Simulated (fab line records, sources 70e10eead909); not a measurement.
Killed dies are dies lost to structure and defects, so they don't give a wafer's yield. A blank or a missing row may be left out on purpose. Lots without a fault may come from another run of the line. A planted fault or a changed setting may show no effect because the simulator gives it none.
fab line records | flow nand_harc
record lots=24 wafers=72 last_day=25
route steps=1159 shown A_M0@1005 A_M1@1036
lots that met no fault: from a run of the same line without faults
start_h: hours from the record's first day to the start of the lot's first wafer shown | wait_h: hours since the lot's step before | " the same as in the row above | L1.1+2: a row that stands for several wafers | - no value, or no start given | * or withheld: withheld | < > ~ a bound
route shown NAME@n: a module of which the file shows steps, and the number in the route of the first | usual: mean/standard deviation of fault-free wafers | same: alike in all rows | chamber/n: place in a boat | sites: the reading at each site | _std_site: their standard deviation | _edge_site: outer sites' mean less inner sites' | radius_mm: how far each site lies from the wafer's centre | mask NAME#n: copy n | behind: the tool/chamber that last shaped the wafer | hold: why the lot was held/for how many hours/how that ended | device: the transistor (n, p or np) that didn't switch | end of line: the same wafers' tests at the end of the route | a step without rows: its recipe alone | killed: dies lost to structure and defects at the first sort, not the wafer's yield | map: a wafer's dies, x killed, . not, _ none there
set.NAME: the setting as run; set.NAME@STEP: as run at that earlier step | model.NAME: the simulator's own value behind a step, which no gauge read
steps of the route over a sample of lots; a table a step, a row a wafer
services: from which hour (start_h, from the record's first day; less than 0 if before it) a tool's chamber was out of use, for how many hours, and why
## steps
# step NHARC_A_M0_OVL_MEAS_10
# recipe pitch_nm=160
# usual overlay_x_nm=-0.1/0.86 overlay_y_nm=0.1/0.73
# columns lot.wafer tool chamber start_h wait_h overlay_x_nm overlay_y_nm
L074.2 overlay-01 - 402.29 - 1.4 -0.5
L074.4 " - " " 0.6 -1.1
L074.6 " - " " 0.4 -1.2
L078.3 overlay-01 - 402.77 - 1.0 -1.5
L078.5 " - " " 0.8 -1.3
L078.6 " - " " 0.9 -1.4
L075.4 overlay-02 - 405.78 - 1.4 0.5
L075.5 " - " " 1.1 0.9
L075.6 " - " " 1.7 0.9
L076.1 overlay-02 - 409.69 - 0.2 0.3
L076.4 " - " " 0.5 0.0
L076.6 " - " " 0.2 0.2
L079.1 overlay-02 - 415.78 - -0.6 -0.2
L079.2 " - " " -0.9 0.4
L079.5 " - " " -0.9 0.2
L077.3 overlay-02 - 424.81 - -0.1 0.3
L077.5 " - " " 0.2 0.4
L077.6 " - " " 0.4 0.4
L081.1 overlay-02 - 451.72 - -1.6 0.0
L081.4 " - " " -1.4 0.7
L081.5 " - " " -1.2 0.4
L082.3 overlay-01 - 451.88 - -1.3 0.0
L082.4 " - " " -1.5 -0.1
L082.5 " - " " -1.0 1.1
L080.1 overlay-02 - 453.36 - 0.1 -0.2
L080.2 " - " " 0.8 0.1
L080.3 " - " " 0.5 0.4
L084.1 overlay-01 - 456.36 - -1.5 0.1
L084.2 " - " " -0.8 -0.5
L084.6 " - " " -1.4 0.1
L085.1 overlay-01 - 457.55 - -0.5 0.5
L085.2 " - " " -0.3 0.5
L085.3 " - " " 0.3 0.2
L086.1 overlay-01 - 461.06 - 1.3 0.6
L086.2 " - " " 1.0 0.9
L086.6 " - " " 0.9 0.4
L083.2 overlay-02 - 461.10 - -0.5 -1.0
L083.3 " - " " -1.2 -1.4
L083.5 " - " " -0.5 -1.3
L087.1 overlay-01 - 464.54 - -0.8 -1.2
L087.4 " - " " -0.9 -0.9
L087.6 " - " " -1.2 -0.1
L088.1 overlay-01 - 476.18 - -0.3 -0.2
L088.3 " - " " -0.4 -1.1
L088.5 " - " " -0.1 -0.6
L090.2 overlay-01 - 476.45 - -0.7 1.1
L090.3 " - " " -0.5 1.0
L090.6 " - " " -0.9 1.1
L089.1 overlay-01 - 495.78 - 0.9 0.0
L089.4 " - " " 0.0 0.6
L089.5 " - " " 0.8 -0.1
L094.2 overlay-02 - 509.47 - 0.6 -0.1
L094.3 " - " " 0.8 0.1
L094.5 " - " " 0.8 0.5
L091.2 overlay-01 - 510.33 - -1.4 0.3
L091.3 " - " " -1.9 0.8
L091.5 " - " " -1.7 0.3
L092.3 overlay-01 - 517.66 - -0.4 0.5
L092.5 " - " " -0.2 0.6
L092.6 " - " " -0.7 0.0
L093.2 overlay-01 - 525.21 - -0.1 -0.3
L093.4 " - " " 0.2 -0.1
L093.5 " - " " 0.5 -0.3
L097.1 overlay-01 - 534.16 - 0.1 1.5
L097.5 " - " " 0.9 1.4
L097.6 " - " " 0.2 1.2
L095.1 overlay-01 - 543.10 - 0.7 -0.6
L095.3 " - " " 1.1 -0.5
L095.5 " - " " 0.9 -0.9
L096.3 overlay-02 - 549.26 - -0.1 0.8
L096.5 " - " " -0.4 1.0
L096.6 " - " " -0.5 0.8
# step NHARC_A_M1_CD_MEAS_09
# recipe target_cd_nm=120 landing_energy_ev=500
# usual cd_nm=119.3/0.7
# columns lot.wafer tool chamber start_h wait_h cd_nm
L074.2 cd_sem-03 0 406.25 - 119.9
L074.4 " 0 " " 119.6
L074.6 " 0 " " 120.0
L078.3 cd_sem-03 0 406.74 - 119.3
L078.5 " 0 " " 119.5
L078.6 " 0 " " 119.7
L075.4 cd_sem-03 0 409.88 - 118.2
L075.5 " 0 " " 119.5
L075.6 " 0 " " 118.8
L076.1 cd_sem-03 0 413.66 - 119.4
L076.4 " 0 " " 118.9
L076.6 " 0 " " 119.6
L079.1 cd_sem-03 0 419.83 - 117.9
L079.2 " 0 " " 120.3
L079.5 " 0 " " 117.9
L077.3 cd_sem-01 0 428.91 - 119.5
L077.5 " 0 " " 119.5
L077.6 " 0 " " 119.9
L081.1 cd_sem-02 0 455.55 - 119.2
L081.4 " 0 " " 118.5
L081.5 " 0 " " 118.3
L082.3 cd_sem-01 0 455.99 - 118.5
L082.4 " 0 " " 120.2
L082.5 " 0 " " 119.0
L080.1 cd_sem-01 0 457.82 - 119.0
L080.2 " 0 " " 118.8
L080.3 " 0 " " 120.3
L084.1 cd_sem-02 0 460.48 - 118.4
L084.2 " 0 " " 119.1
L084.6 " 0 " " 120.4
L085.1 cd_sem-03 0 461.99 - 119.6
L085.2 " 0 " " 121.0
L085.3 " 0 " " 119.8
L086.1 cd_sem-03 0 465.32 - 119.5
L086.2 " 0 " " 120.7
L086.6 " 0 " " 119.5
L083.2 cd_sem-02 0 465.47 - 118.5
L083.3 " 0 " " 119.0
L083.5 " 0 " " 119.7
L087.1 cd_sem-01 0 468.52 - 119.6
L087.4 " 0 " " 119.5
L087.6 " 0 " " 118.2
L088.1 cd_sem-02 0 480.32 - 119.0
L088.3 " 0 " " 119.5
L088.5 " 0 " " 117.7
L090.2 cd_sem-02 0 480.59 - 118.6
L090.3 " 0 " " 120.0
L090.6 " 0 " " 118.8
L089.1 cd_sem-01 0 499.80 - 118.6
L089.4 " 0 " " 120.4
L089.5 " 0 " " 118.5
L094.2 cd_sem-03 0 514.19 - 120.0
L094.3 " 0 " " 120.1
L094.5 " 0 " " 118.4
L091.2 cd_sem-01 0 514.56 - 119.9
L091.3 " 0 " " 120.1
L091.5 " 0 " " 118.6
L092.3 cd_sem-03 0 522.75 - 119.4
L092.5 " 0 " " 120.0
L092.6 " 0 " " 119.3
L093.2 cd_sem-02 0 529.04 - 119.8
L093.4 " 0 " " 119.8
L093.5 " 0 " " 119.1
L097.1 cd_sem-02 0 538.19 - 118.6
L097.5 " 0 " " 119.7
L097.6 " 0 " " 119.8
L095.1 cd_sem-03 0 547.18 - 119.0
L095.3 " 0 " " 117.9
L095.5 " 0 " " 119.5
L096.3 cd_sem-02 0 553.58 - 118.8
L096.5 " 0 " " 119.5
L096.6 " 0 " " 119.2
# step NHARC_A_M1_INSPECT_11
# usual raw_defect_count=33/14
# columns lot.wafer tool chamber start_h wait_h raw_defect_count
L074.2 defect_inspect-02 - 406.38 0.0 23
L074.4 " - " " 23
L074.6 " - " " 25
L078.3 defect_inspect-01 - 406.86 0.0 13
L078.5 " - " " 18
L078.6 " - " " 11
L075.4 defect_inspect-01 - 410.00 0.0 12
L075.5 " - " " 15
L075.6 " - " " 6
L076.1 defect_inspect-02 - 413.78 0.0 40
L076.4 " - " " 33
L076.6 " - " " 27
L079.1 defect_inspect-02 - 419.96 0.0 23
L079.2 " - " " 23
L079.5 " - " " 24
L077.3 defect_inspect-02 - 429.03 0.0 41
L077.5 " - " " 25
L077.6 " - " " 35
L081.1 defect_inspect-01 - 455.67 0.0 41
L081.4 " - " " 40
L081.5 " - " " 42
L082.3 defect_inspect-02 - 456.11 0.0 28
L082.4 " - " " 28
L082.5 " - " " 30
L080.1 defect_inspect-01 - 457.94 0.0 36
L080.2 " - " " 29
L080.3 " - " " 42
L084.1 defect_inspect-01 - 460.61 0.0 35
L084.2 " - " " 34
L084.6 " - " " 30
L085.1 defect_inspect-01 - 462.12 0.0 52
L085.2 " - " " 53
L085.3 " - " " 42
L086.1 defect_inspect-01 - 465.44 0.0 37
L086.2 " - " " 35
L086.6 " - " " 35
L083.2 defect_inspect-01 - 465.60 0.0 52
L083.3 " - " " 54
L083.5 " - " " 60
L087.1 defect_inspect-02 - 468.65 0.0 34
L087.4 " - " " 30
L087.6 " - " " 33
L088.1 defect_inspect-01 - 480.44 0.0 11
L088.3 " - " " 13
L088.5 " - " " 9
L090.2 defect_inspect-02 - 480.71 0.0 61
L090.3 " - " " 47
L090.6 " - " " 68
L089.1 defect_inspect-02 - 499.94 0.0 37
L089.4 " - " " 66
L089.5 " - " " 64
L094.2 defect_inspect-01 - 514.31 0.0 31
L094.3 " - " " 37
L094.5 " - " " 29
L091.2 defect_inspect-01 - 514.68 0.0 14
L091.3 " - " " 17
L091.5 " - " " 12
L092.3 defect_inspect-02 - 522.87 0.0 38
L092.5 " - " " 38
L092.6 " - " " 28
L093.2 defect_inspect-01 - 529.16 0.0 47
L093.4 " - " " 45
L093.5 " - " " 50
L097.1 defect_inspect-02 - 538.32 0.0 35
L097.5 " - " " 36
L097.6 " - " " 42
L095.1 defect_inspect-02 - 547.30 0.0 42
L095.3 " - " " 38
L095.5 " - " " 49
L096.3 defect_inspect-02 - 553.70 0.0 22
L096.5 " - " " 22
L096.6 " - " " 20
# step NHARC_A_M1_PRE_CLEAN_30
# recipe time_s=30 temp_c=280 gas=H2/He
# usual heater_power_w=422/32 susceptor_temp_C=280.02/0.19
# same time_s=30
# columns lot.wafer tool chamber start_h wait_h heater_power_w susceptor_temp_C
L074.2 pvd_sputter-02 - - - 402 279.59
L074.4 " - " " 361 280.22
L074.6 " - " " 390 280.40
L078.3 pvd_sputter-03 - - - 406 279.81
L078.6 " - " " 422 280.36
L078.5 " - " " 459 280.03
L075.4 pvd_sputter-01 - - - 424 279.84
L075.5 " - " " 437 280.30
L075.6 " - " " 412 279.98
L076.4 pvd_sputter-03 - - - 458 280.14
L076.1 " - " " 401 280.12
L076.6 " - " " 474 280.31
L079.1 pvd_sputter-02 - - - 412 279.77
L079.2 " - " " 359 280.08
L079.5 " - " " 361 279.96
L077.3 pvd_sputter-01 - - - 419 279.84
L077.5 " - " " 417 279.66
L077.6 " - " " 432 280.07
L081.1 pvd_sputter-03 - - - 417 -
L081.4 " - " " 407 -
L081.5 " - " " 418 -
L082.3 pvd_sputter-03 - - - 401 280.22
L082.4 " - " " 456 280.05
L082.5 " - " " 398 280.26
L080.2 pvd_sputter-03 - - - 483 -
L080.1 " - " " 445 -
L080.3 " - " " 421 -
L084.1 pvd_sputter-01 - - - 422 279.96
L084.2 " - " " 440 280.11
L084.6 " - " " 429 280.13
L085.2 pvd_sputter-03 - - - 400 280.10
L085.1 " - " " 416 280.32
L085.3 " - " " 468 279.93
L086.2 pvd_sputter-02 - - - 410 280.08
L086.1 " - " " 438 280.02
L086.6 " - " " 412 280.01
L083.3 pvd_sputter-01 - - - 421 280.05
L083.2 " - " " 429 279.99
L083.5 " - " " 431 279.85
L087.1 pvd_sputter-03 - - - 416 279.89
L087.4 " - " " 390 280.10
L087.6 " - " " 470 280.03
L088.3 pvd_sputter-02 - - - 415 280.05
L088.1 " - " " 362 280.15
L088.5 " - " " 411 280.35
L090.2 pvd_sputter-03 - - - 412 279.99
L090.3 " - " " 459 280.03
L090.6 " - " " 455 280.27
L089.4 pvd_sputter-02 - - - 383 280.15
L089.1 " - " " 357 279.72
L089.5 " - " " 375 280.21
L094.3 pvd_sputter-02 - - - 382 279.97
L094.2 " - " " 409 280.25
L094.5 " - " " 453 280.20
L091.2 pvd_sputter-03 - - - 452 279.76
L091.3 " - " " 405 279.80
L091.5 " - " " 463 280.07
L092.3 pvd_sputter-03 - - - 410 -
L092.6 " - " " 459 -
L092.5 " - " " 434 -
L093.2 pvd_sputter-02 - - - 400 279.95
L093.4 " - " " 443 280.06
L093.5 " - " " 384 279.99
L097.1 pvd_sputter-02 - - - 409 -
L097.6 " - " " 389 -
L097.5 " - " " 396 -
L095.1 pvd_sputter-02 - - - 450 -
L095.3 " - " " 411 -
L095.5 " - " " 369 -
L096.3 pvd_sputter-01 - - - 442 279.95
L096.6 " - " " 436 280.18
L096.5 " - " " 414 280.08
# step NHARC_A_M1_PVD_20
# recipe target_thk_a=50 bias_v=168.6 power_w=15000 chamber_pressure_pa=0.12 time_s=8.06 substrate_temp_c=50 material=TaN
# usual throttle_valve_pct=30.0/0.72
# same time_s=8.06
# columns lot.wafer tool chamber start_h wait_h throttle_valve_pct
L074.4 pvd_sputter-02 - - - 30.2
L074.2 " - " " 30.1
L074.6 " - " " 30.0
L078.3 pvd_sputter-03 - - - 30.8
L078.6 " - " " 28.6
L078.5 " - " " 30.6
L075.4 pvd_sputter-01 - - - 30.5
L075.6 " - " " 30.0
L075.5 " - " " 31.4
L076.4 pvd_sputter-03 - - - 30.0
L076.1 " - " " 30.2
L076.6 " - " " 30.4
L079.2 pvd_sputter-02 - - - 30.2
L079.1 " - " " 30.5
L079.5 " - " " 30.2
L077.3 pvd_sputter-01 - - - 30.5
L077.6 " - " " 31.6
L077.5 " - " " 29.6
L081.4 pvd_sputter-03 - - - 30.2
L081.1 " - " " 28.6
L081.5 " - " " 30.6
L082.3 pvd_sputter-03 - - - 30.1
L082.4 " - " " 30.6
L082.5 " - " " 30.9
L080.3 pvd_sputter-03 - - - 28.9
L080.2 " - " " 30.6
L080.1 " - " " 30.2
L084.2 pvd_sputter-01 - - - 30.2
L084.1 " - " " 31.4
L084.6 " - " " 30.5
L085.2 pvd_sputter-03 - - - 28.5
L085.1 " - " " 30.8
L085.3 " - " " 30.2
L086.2 pvd_sputter-02 - - - 30.3
L086.1 " - " " 30.2
L086.6 " - " " 30.3
L083.2 pvd_sputter-01 - - - 29.8
L083.3 " - " " 30.3
L083.5 " - " " 30.6
L087.1 pvd_sputter-03 - - - 31.1
L087.4 " - " " 30.1
L087.6 " - " " 28.6
L088.3 pvd_sputter-02 - - - 28.8
L088.1 " - " " 30.1
L088.5 " - " " 30.3
L090.3 pvd_sputter-03 - - - 30.0
L090.2 " - " " 30.5
L090.6 " - " " 30.1
L089.4 pvd_sputter-02 - - - 29.0
L089.1 " - " " 30.0
L089.5 " - " " 28.8
L094.2 pvd_sputter-02 - - - 29.8
L094.3 " - " " 30.2
L094.5 " - " " 29.8
L091.2 pvd_sputter-03 - - - 29.7
L091.3 " - " " 29.2
L091.5 " - " " 30.1
L092.3 pvd_sputter-03 - - - 29.0
L092.5 " - " " 29.0
L092.6 " - " " 29.9
L093.2 pvd_sputter-02 - - - 30.3
L093.4 " - " " 29.0
L093.5 " - " " 29.2
L097.1 pvd_sputter-02 - - - 29.0
L097.5 " - " " 29.0
L097.6 " - " " 30.2
L095.1 pvd_sputter-02 - - - 28.9
L095.3 " - " " 29.7
L095.5 " - " " 29.1
L096.3 pvd_sputter-01 - - - 30.2
L096.5 " - " " 29.3
L096.6 " - " " 30.0
# step NHARC_A_M1_CMP_23
# recipe t_overpolish_s=20 target_thk_nm=154.34
# usual motor_current_A=12.4/1.5 retaining_ring_pressure_frac=1.000/0.0052 time_to_endpoint_s=28/3.4
# columns lot.wafer tool chamber start_h wait_h motor_current_A retaining_ring_pressure_frac time_to_endpoint_s
L074.2 cmp-01 1 408.75 - 14.8 0.995 31
L074.4 " 2 " " 11.8 1.002 31
L074.6 " 1 " " 14.1 1.001 31
L078.3 cmp-01 0 409.28 - 12.6 0.995 24
L078.6 " 1 " " 14.2 0.997 24
L078.5 " 2 " " 11.7 0.996 28
L075.4 cmp-04 3 412.31 - 10.4 0.997 36
L075.5 " 1 " " 12.1 0.999 23
L075.6 " 2 " " 11.7 1.004 31
L076.1 cmp-03 1 416.02 - 13.3 0.994 22
L076.4 " 2 " " 10.8 1.003 28
L076.6 " 2 " " 10.7 0.997 31
L079.2 cmp-04 0 422.48 - 10.7 0.997 30
L079.1 " 1 " " 11.8 1.004 26
L079.5 " 3 " " 10.5 0.993 36
L077.3 cmp-01 3 431.50 - 14.4 1.004 31
L077.6 " 1 " " 14.5 1.001 28
L077.5 " 2 " " 12.2 1.005 29
L081.1 cmp-04 3 457.86 - 10.5 1.004 37
L081.4 " 1 " " 12.1 0.989 26
L081.5 " 0 " " 11.0 1.014 29
L082.3 cmp-01 3 458.30 - 14.0 1.006 33
L082.4 " 1 " " 14.4 0.996 28
L082.5 " 3 " " 14.3 1.001 32
L080.3 cmp-03 3 460.24 - 10.8 0.995 23
L080.2 " 0 " " 12.8 0.998 29
L080.1 " 2 " " 10.9 1.007 33
L084.2 cmp-01 1 463.00 - 15.1 1.000 27
L084.1 " 3 " " 14.5 0.993 30
L084.6 " 1 " " 13.5 0.997 29
L085.3 cmp-03 2 464.46 - 11.2 0.992 30
L085.2 " 0 " " 12.8 0.998 27
L085.1 " 1 " " 13.6 1.003 26
L086.2 cmp-01 2 467.66 - 12.0 1.001 28
L086.1 " 3 " " 15.3 0.998 29
L086.6 " 0 " " 12.6 1.003 23
L083.2 cmp-04 0 467.94 - 10.3 0.994 28
L083.3 " 1 " " 12.1 0.994 25
L083.5 " 3 " " 10.1 1.002 36
L087.1 cmp-01 1 470.83 - 14.5 0.997 28
L087.4 " 3 " " 14.3 1.001 29
L087.6 " 2 " " 12.3 1.002 31
L088.1 cmp-01 0 482.61 - 12.8 0.993 29
L088.3 " 1 " " 14.6 1.008 29
L088.5 " 0 " " 13.0 0.995 29
L090.2 cmp-04 2 482.87 - 12.4 1.000 31
L090.3 " 3 " " 10.3 1.007 33
L090.6 " 3 " " 9.8 1.006 36
L089.1 cmp-03 0 502.10 - 13.2 0.991 29
L089.4 " 2 " " 10.6 0.994 31
L089.5 " 0 " " 13.0 0.987 30
L094.2 cmp-01 3 516.55 - 14.0 1.003 33
L094.3 " 0 " " 12.4 1.001 29
L094.5 " 3 " " 13.7 1.003 33
L091.2 cmp-03 2 516.89 - 11.3 0.998 30
L091.3 " 3 " " 9.8 0.999 26
L091.5 " 2 " " 10.8 1.000 32
L092.3 cmp-03 2 525.21 - 10.8 0.999 29
L092.5 " 3 " " 10.3 1.000 22
L092.6 " 0 " " 13.1 0.991 27
L093.4 cmp-01 2 531.32 - 12.0 1.004 32
L093.2 " 0 " " 12.4 1.001 25
L093.5 " 3 " " 14.0 0.998 30
L097.1 cmp-01 3 540.52 - 15.1 0.997 30
L097.6 " 2 " " 11.9 0.994 28
L097.5 " 3 " " 14.9 1.004 30
L095.1 cmp-04 1 549.46 - 11.7 0.997 23
L095.3 " 3 " " 9.9 1.000 31
L095.5 " 2 " " 11.8 1.003 27
L096.3 cmp-03 3 555.95 - 10.5 1.002 25
L096.6 " 0 " " 12.6 0.992 28
L096.5 " 1 " " 12.9 1.009 24
## services
# columns tool chamber start_h hours kind
cmp-01 - 385.36 3.8 repair
pvd_sputter-02 - 392.07 10.0 pm
cmp-04 - 399.15 4.0 pm
cmp-03 - 421.20 0.4 repair
cmp-04 - 421.29 1.1 repair
pvd_sputter-02 - 425.47 38.2 repair
cmp-04 - 427.32 1.1 repair
cmp-04 - 442.67 0.4 repair
cmp-03 - 444.97 3.8 repair
cmp-03 - 450.02 4.0 pm
cmp-04 - 462.02 2.8 repair
cmp-04 - 471.67 2.5 repair
cmp-01 - 473.93 4.0 pm
cmp-01 - 477.93 - consumable_replace:conditioner
cmp-01 - 477.93 - consumable_replace:pad
cmp-01 - 491.21 1.1 repair
cmp-04 - 495.42 3.3 repair
pvd_sputter-03 - 498.34 10.0 pm
cmp-01 - 504.71 1.7 repair
pvd_sputter-01 - 514.00 10.0 pm
pvd_sputter-02 - 533.30 3.0 repair
cmp-03 - 546.42 0.2 repair
cmp-03 - 548.02 4.0 pm
cmp-01 - 548.12 3.0 repair
## key
fault none
